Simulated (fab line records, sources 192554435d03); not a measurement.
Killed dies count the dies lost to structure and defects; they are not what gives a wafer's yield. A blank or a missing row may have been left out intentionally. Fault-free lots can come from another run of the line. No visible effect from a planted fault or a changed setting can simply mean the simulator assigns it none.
Chamber matching + flow n5Finfet + N5_BEOL_M13_ETCH_67 on rieDiel-05: 4 sister chambers
The step etches SiARC in CF4, target depth 143 nm, time 238.3 s. 4 wafers are shown with their chamber, then 10 later ones without.

## EACH WAFER AND ITS CHAMBER
| wafer  | chamber | showerheadPlenumPTorr (Torr) |
|--------|---------|------------------------------|
| L089.2 | 0       | 2.06                         |
| L089.6 | 2       | 2.16                         |
| L090.4 | 3       | 2.26                         |
| L090.5 | 1       | 2.12                         |

## WAFERS WITHOUT THEIR CHAMBER
| wafer  | showerheadPlenumPTorr (Torr) |
|--------|------------------------------|
| L090.6 | 2.06                         |
| L091.1 | 2.05                         |
| L091.4 | 2.26                         |
| L091.5 | 2.12                         |
| L094.4 | 2.16                         |
| L094.5 | 2.12                         |
| L094.6 | 2.05                         |
| L096.1 | 2.16                         |
| L096.2 | 2.11                         |
| L096.3 | 2.25                         |

## THE CHAMBER EACH PASSED THROUGH
| wafer  | from the rows above | in truth |
|--------|---------------------|----------|
| L090.6 | 0                   | 0        |
| L091.1 | 0                   | 0        |
| L091.4 | 3                   | 3        |
| L091.5 | 1                   | 1        |
| L094.4 | 2                   | 2        |
| L094.5 | 1                   | 1        |
| L094.6 | 0                   | 0        |
| L096.1 | 2                   | 2        |
| L096.2 | 1                   | 1        |
| L096.3 | 3                   | 3        |
Correctly placed: 10 of 10. Not placeable from these rows: 0. Placed wrongly: 0.
How it was worked out, from the rows above alone: a wafer's distance from a chamber is the root of the sum, over the readings, of the square of ((its reading less the chamber's mean) divided by the reading's scatter). If the next closest chamber is less than 2 further off than the closest, the wafer can't be placed; otherwise it belongs to the closest. A chamber's mean is the mean of its shown wafers. The scatter (one wafer shown for each chamber): square how far every hidden wafer sits from the nearest shown wafer, average those squares and take the square root.
